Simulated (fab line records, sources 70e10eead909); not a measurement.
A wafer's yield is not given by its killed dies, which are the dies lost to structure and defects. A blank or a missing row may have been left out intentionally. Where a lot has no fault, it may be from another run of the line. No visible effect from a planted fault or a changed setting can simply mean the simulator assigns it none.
Matching of chambers | flow nand_harc | NHARC_A_BLC_DESCUM_15 on rie_diel-09: 4 sister chambers
The step chemistry O2, time 3 s. 16 wafers are shown with their chamber, then 8 later ones without.

WAFERS WITH THEIR CHAMBER
wafer  | chamber | drypump_motor_current_A (A) | rf_vpp_V (V) | oes_product_au (a.u.)
L074.2 | 2       | 6.3                         | 56.9         | 0.995
L074.3 | 3       | 5.7                         | 57.0         | 0.999
L074.6 | 3       | 5.7                         | 56.1         | 0.994
L075.3 | 3       | 5.7                         | 56.8         | 0.997
L075.5 | 0       | 5.4                         | 56.8         | 0.995
L075.6 | 3       | 5.7                         | 56.6         | 1.010
L080.2 | 2       | 6.3                         | 57.4         | 1.006
L080.4 | 0       | 5.5                         | 58.5         | 1.011
L080.6 | 3       | 5.7                         | 58.4         | 1.019
L081.2 | 0       | 5.5                         | 58.5         | 1.001
L081.3 | 3       | 5.7                         | 57.6         | 1.002
L081.5 | 2       | 6.3                         | 56.0         | 1.002
L091.3 | 1       | 6.2                         | 57.5         | 1.001
L091.4 | 1       | 6.2                         | 58.9         | 0.994
L091.6 | 2       | 6.3                         | 57.6         | 0.997
L092.4 | 2       | 6.3                         | 57.1         | 1.002

SIGNATURES (means of the wafers above)
reading                 | chamber 0 | chamber 1 | chamber 2 | chamber 3 | scatter within a chamber
drypump_motor_current_A | 5.467     | 6.200     | 6.300     | 5.700     | 0.0236
rf_vpp_V                | 57.933    | 58.200    | 57.000    | 57.083    | 0.803
oes_product_au          | 1.00233   | 0.99750   | 1.00040   | 1.00350   | 0.00747
Rule: distance of a wafer from a chamber = root of the sum over the readings of ((wafer's reading minus chamber's mean) / reading's scatter) squared. If the next closest chamber is less than 2 further off than the closest, the wafer can't be placed; otherwise it belongs to the closest. How the scatter is found: for the shown wafers, subtract from each reading the mean of its chamber, square and add these, divide the total by (wafers less chambers), then take the root.

WAFERS WHOSE CHAMBER IS MISSING
wafer  | drypump_motor_current_A (A) | rf_vpp_V (V) | oes_product_au (a.u.)
L092.5 | 6.2                         | 58.2         | 0.992
L092.6 | 5.7                         | 57.9         | 0.997
L095.2 | 6.3                         | 59.7         | 1.004
L095.5 | 6.3                         | 58.3         | 0.997
L095.6 | 5.5                         | 58.1         | 0.999
L094.1 | 6.2                         | 58.3         | 1.002
L094.2 | 5.7                         | 58.7         | 0.999
L094.4 | 6.3                         | 56.4         | 1.003

EACH ONE'S CHAMBER
wafer  | from the rows above     | in truth
L092.5 | 1                       | 1
L092.6 | 3                       | 3
L095.2 | can't be placed: 2 or 1 | 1
L095.5 | 2                       | 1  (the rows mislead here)
L095.6 | 0                       | 0
L094.1 | 1                       | 1
L094.2 | 3                       | 3
L094.4 | 2                       | 2
Correctly placed: 6 of 8. Can't be placed from these rows: 1 (the true chamber is among the candidates in 1). Wrongly placed: 1.
